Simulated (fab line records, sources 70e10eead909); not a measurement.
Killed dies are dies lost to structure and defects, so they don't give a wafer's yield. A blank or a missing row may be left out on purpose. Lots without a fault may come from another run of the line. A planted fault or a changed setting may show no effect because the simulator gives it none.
fab line records | flow nand_harc
record lots=6 wafers=18 last_day=31
route steps=1302 shown A_DECK1_JOINT@530 END@1302
lots that met no fault: from a run of the same line without faults
start_h: hours from the record's first day to the start of the lot's first wafer shown | wait_h: hours since the lot's step before | " the same as in the row above | L1.1+2: a row that stands for several wafers | - no value, or no start given | * or withheld: withheld | < > ~ a bound
route shown NAME@n: a module of which the file shows steps, and the number in the route of the first | usual: mean/standard deviation of fault-free wafers | same: alike in all rows | chamber/n: place in a boat | sites: the reading at each site | _std_site: their standard deviation | _edge_site: outer sites' mean less inner sites' | radius_mm: how far each site lies from the wafer's centre | mask NAME#n: copy n | behind: the tool/chamber that last shaped the wafer | hold: why the lot was held/for how many hours/how that ended | device: the transistor (n, p or np) that didn't switch | end of line: the same wafers' tests at the end of the route | a step without rows: its recipe alone | killed: dies lost to structure and defects at the first sort, not the wafer's yield | map: a wafer's dies, x killed, . not, _ none there
set.NAME: the setting as run; set.NAME@STEP: as run at that earlier step | model.NAME: the simulator's own value behind a step, which no gauge read
lots at some steps of the route; a table a step, a row a wafer
services: from which hour (start_h, from the record's first day; less than 0 if before it) a tool's chamber was out of use, for how many hours, and why
## steps
# step NHARC_A_DECK1_JOINT_ETCHBACK_00
# recipe target_depth_a=300 time_s=17.4 hbr_flow_sccm=150 rf_w=350 icp_w=350 bias_w=60 chemistry=HBr
# usual drypump_motor_current_A=5.7/0.38 oes_product_au=1.000/0.012 throttle_valve_pct=23.267/0.0092
# columns lot.wafer tool chamber start_h wait_h drypump_motor_current_A oes_product_au rf_hours_counter_h throttle_valve_pct
L734.3 rie_si-06 3 280.53 0.1 6.0 1.014 0.10 23.257
L734.5 " 3 " " 5.9 1.023 - 23.285
L734.6 " 0 " " 6.2 0.996 - 23.268
L736.3 rie_si-02 2 300.98 0.1 5.7 1.008 0.12 23.266
L736.4 " 3 " " 5.9 0.996 0.12 23.263
L736.5 " 3 " " 5.9 1.002 - 23.279
L743.3 rie_si-02 3 355.33 0.1 5.9 0.996 0.39 23.258
L743.5 " 1 " " 5.7 1.015 - 23.272
L743.6 " 2 " " 5.7 1.019 - 23.256
L742.3 rie_si-06 0 359.20 0.1 6.2 0.994 0.66 23.270
L742.4 " 1 " " 4.8 1.018 0.78 23.290
L742.2 " 2 " " 5.4 1.001 0.75 23.275
L744.3 rie_si-06 3 376.25 0.1 5.9 1.010 0.75 23.269
L744.1 " 1 " " 4.8 1.019 0.88 23.269
L744.5 " 2 " " 5.4 0.996 - 23.276
L751.3 rie_si-04 0 448.08 0.1 5.8 0.999 0.69 23.272
L751.4 " 1 " " 6.3 1.010 0.72 23.258
L751.1 " 3 " " 5.5 1.012 0.67 23.261
# step NHARC_A_DECK1_JOINT_PRECLEAN_30
# recipe time_s=* temp_c=50 bath_age_min=0 chemistry=SC1
# step NHARC_A_DECK1_JOINT_SRD_31
# step NHARC_A_DECK1_JOINT_CVD_34
# recipe target_thk_a=200 temp_c=700 pressure_mtorr=300 material=SiNx
# step NHARC_A_DECK1_JOINT_DEP_06
# recipe target_thk_a=800 temp_c=65 material=SiOx
# step NHARC_A_DECK1_JOINT_CURE_26
# recipe temp_c=150 time_s=32 pressure_atm=0.395
# step NHARC_A_DECK1_JOINT_ANNEAL_27
# recipe temp_c=400 time_s=3600 idle_temp_c=300 ramp_up_c_per_min=10 densification_p_h2o_torr=640
# step NHARC_A_DECK1_JOINT_ANNEAL_28
# recipe temp_c=500 time_s=1800 idle_temp_c=400 ramp_up_c_per_min=10 densification_p_h2o_torr=640
# step NHARC_A_DECK1_JOINT_ANNEAL_29
# recipe temp_c=750 time_s=1800 idle_temp_c=500 ramp_up_c_per_min=10 ramp_down_c_per_min=3
# step NHARC_A_DECK1_JOINT_CMP_02
# recipe material=SiOx
# usual edge_zone_pressure_frac=1.000/0.0046 motor_current_A=11.8/1.1
# columns lot.wafer tool chamber start_h wait_h edge_zone_pressure_frac motor_current_A
L734.3 cmp-04 1 306.82 0.4 1.003 12.0
L734.5 " 2 " " 0.997 11.6
L734.6 " 3 " " 0.999 10.5
L736.4 cmp-03 2 323.07 0.4 0.997 10.9
L736.3 " 3 " " 0.997 13.1
L736.5 " 3 " " 1.001 12.9
L743.3 cmp-01 3 377.56 0.4 1.000 11.3
L743.6 " 1 " " 0.999 13.0
L743.5 " 2 " " 1.006 12.9
L742.3 cmp-01 0 384.96 0.4 0.996 12.8
L742.4 " 1 " " 0.999 12.8
L742.2 " 3 " " 0.992 11.2
L744.3 cmp-01 0 408.88 0.4 1.002 12.9
L744.1 " 2 " " 0.999 12.9
L744.5 " 0 " " 1.003 13.3
L751.1 cmp-03 2 469.92 0.4 0.999 10.8
L751.4 " 3 " " 1.001 12.5
L751.3 " 1 " " 1.001 11.1
# step NHARC_A_DECK1_JOINT_SRD_15
# step NHARC_A_DECK1_JOINT_DEP_16
# recipe target_thk_a=450 temp_c=400 pressure_torr=6.5 rf_w=900 teos_flow_sccm=161.4 flow_sccm=2650 target_thk_nm=45 gas=O2 material=SiO2
# usual heater_power_w=565/100 throttle_valve_pct=15.7/0.51
# columns lot.wafer tool chamber start_h wait_h heater_power_w throttle_valve_pct
L734.3 pecvd-02 0 307.26 0.2 494 15.6
L734.5 " 1 " " 779 15.3
L734.6 " 0 " " 483 15.9
L736.3 pecvd-04 0 323.46 0.1 518 14.4
L736.5 " 0 " " 529 14.8
L736.4 " 2 " " 701 16.5
L743.3 pecvd-02 1 377.99 0.2 706 15.4
L743.6 " 1 " " 695 15.2
L743.5 " 0 " " 605 15.8
L742.2 pecvd-02 0 385.51 0.2 541 16.1
L742.3 " 1 " " 660 15.3
L742.4 " 0 " " 547 15.6
L744.1 pecvd-03 2 409.27 0.1 638 15.2
L744.3 " 1 " " 433 15.3
L744.5 " 2 " " 637 15.3
L751.1 pecvd-03 2 470.53 0.3 579 15.6
L751.3 " 0 " " 461 16.3
L751.4 " 0 " " 471 16.2
# step NHARC_A_DECK1_JOINT_THK_MEAS_17
# recipe thk_meas_gauge=ellipsometry
# usual thk_nm=45.1/1.3
# columns lot.wafer tool chamber start_h wait_h hold thk_nm
L734.3 film_metro-02 - 307.50 0.2 - 44.9
L734.5 " - " " - 46.1
L734.6 " - " " - 46.0
L736.3 film_metro-02 - 323.74 0.3 - 43.5
L736.4 " - " " - 43.0
L736.5 " - " " - 44.6
L743.3 film_metro-01 - 378.27 0.2 await_dispo/0.2h/release 47.8
L743.5 " - " " await_dispo/0.2h/release 38.6
L743.6 " - " " await_dispo/0.2h/release 43.4
L743.3 film_metro-01 - 378.44 0.2 - 44.5
L743.5 " - " " - 39.6
L743.6 " - " " - 45.3
L742.2 film_metro-01 - 385.84 0.3 await_dispo/0.2h/release 37.2
L742.3 " - " " await_dispo/0.2h/release 44.0
L742.4 " - " " await_dispo/0.2h/release 39.1
L742.2 film_metro-01 - 386.01 0.2 - 40.9
L742.3 " - " " - 44.8
L742.4 " - " " - 36.8
L744.1 film_metro-01 - 409.55 0.2 - 45.1
L744.3 " - " " - 45.8
L744.5 " - " " - 46.4
L751.1 film_metro-01 - 470.78 0.2 - 45.0
L751.3 " - " " - 44.8
L751.4 " - " " - 45.3
# step NHARC_A_DECK1_JOINT_INSPECT_05
# usual raw_defect_count=334/110
# columns lot.wafer tool chamber start_h wait_h hold raw_defect_count
L734.3 defect_inspect-02 - 307.54 0.0 - 350
L734.5 " - " " - 360
L734.6 " - " " - 212
L736.3 defect_inspect-01 - 323.77 0.0 - 561
L736.4 " - " " - 332
L736.5 " - " " - 579
L743.3 defect_inspect-02 - 379.68 1.2 await_dispo/1.2h/release 291
L743.5 " - " " await_dispo/1.2h/release 256
L743.6 " - " " await_dispo/1.2h/release 616
L742.2 defect_inspect-02 - 391.31 5.3 await_dispo/5.3h/release 268
L742.3 " - " " await_dispo/5.3h/release 624
L742.4 " - " " await_dispo/5.3h/release 440
L744.1 defect_inspect-01 - 409.59 0.0 - 357
L744.3 " - " " - 441
L744.5 " - " " - 279
L751.1 defect_inspect-02 - 470.82 0.0 - 206
L751.3 " - " " - 561
L751.4 " - " " - 379
# step NHARC_END_SORT_01
# recipe temp_c=25
# usual killed_at_array=58/19 killed_at_other=1.1/1.2 killed_at_periphery=3.8/2.4 killed_dies=63/18 killed_open=3.3/1.8 killed_short=2.2/1.6
# same gross_dies=677
# columns lot.wafer tool chamber start_h wait_h killed_at_array killed_at_other killed_at_periphery killed_dies killed_open killed_short
L743.3 prober-01 0 670.37 3.1 60 0 0 60 2 2
L743.5 prober-01 0 671.96 3.7 56 0 4 60 4 1
L743.6 prober-01 0 672.75 4.0 64 0 2 66 7 3
# killed by level:class
L743.3 A_SLIT:chamber_film_flake=33 A_CHANNEL_HOLE_D1:chamber_film_flake=10 A_CHANNEL_FILL_D2:chamber_film_flake=5 A_M1:chamber_film_flake=3 A_STAIRCASE:chamber_film_flake=2 A_CONTACT:chamber_film_flake=2 A_SOURCE_PLATE:geometric_particle:short=1 A_ONON_D1:geometric_particle:short=1
L743.5 A_SLIT:chamber_film_flake=36 A_CHANNEL_HOLE_D1:chamber_film_flake=7 P_M2:chamber_film_flake=2 A_CHANNEL_HOLE_D2:chamber_film_flake=2 A_CHANNEL_FILL_D2:chamber_film_flake=2 A_STAIRCASE:chamber_film_flake=2 P_M2:geometric_particle:open=1 A_ONON_D1:geometric_particle:open=1
L743.6 A_SLIT:chamber_film_flake=34 A_CHANNEL_HOLE_D1:chamber_film_flake=6 A_M1:chamber_film_flake=6 A_ONON_D1:geometric_particle:open=4 A_CHANNEL_FILL_D2:chamber_film_flake=4 A_CONTACT:chamber_film_flake=3 P_M2:chamber_film_flake=2 A_SOURCE_PLATE:geometric_particle:open=1
## services
# columns tool chamber start_h hours kind
cmp-03 - 260.00 4.0 pm
pecvd-02 2 260.19 131.5 repair
rie_si-02 3 267.89 3.8 repair
pecvd-04 - 269.35 13.0 pm
rie_si-02 - 277.00 9.0 pm
cmp-01 - 291.53 4.0 pm
cmp-03 - 306.77 0.3 repair
cmp-04 - 307.00 4.0 pm
rie_si-02 3 312.40 6.1 repair
rie_si-06 0 333.36 11.3 repair
rie_si-06 3 339.46 5.9 repair
pecvd-02 1 352.32 23.3 repair
cmp-03 - 358.00 4.0 pm
pecvd-03 - 366.14 13.0 pm
cmp-01 - 389.53 4.0 pm
cmp-03 - 400.89 2.4 repair
pecvd-02 - 408.33 13.0 pm
cmp-03 - 413.92 1.8 repair
cmp-03 - 418.65 2.6 repair
rie_si-06 - 426.00 9.0 pm
pecvd-02 - 453.86 0.6 repair
rie_si-02 - 454.00 9.0 pm
cmp-03 - 454.05 1.7 repair
cmp-03 - 456.00 4.0 pm
## key
first_sign step=NHARC_A_DECK1_JOINT_THK_MEAS_17 reading=visit direction=added
effect step=NHARC_A_DECK1_JOINT_THK_MEAS_17 reading=thk_nm direction=down sigmas=5.2 usual=45.1 struck=38.3
met_at NHARC_A_DECK1_JOINT_DEP_16
struck_wafers L742.2,L742.4,L743.5
tester_left_out L742,L743
onset_between 307.26 377.99
fault kind=process_parameter_drift tool=pecvd-02 chamber=0 onset_h=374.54 steps=NHARC_A_DECK1_JOINT_DEP_16 channel=teos_flow_sccm offset=* shape=step end_h=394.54 acts_in=* stated=*
# tester_left_out: of these lots the tester's yield and bins aren't shown, on N5 and GAA mostly nor the transistor test; their killed dies are dies lost to structure and defects alone, not to doping, threshold or leakage, so they don't give the yield
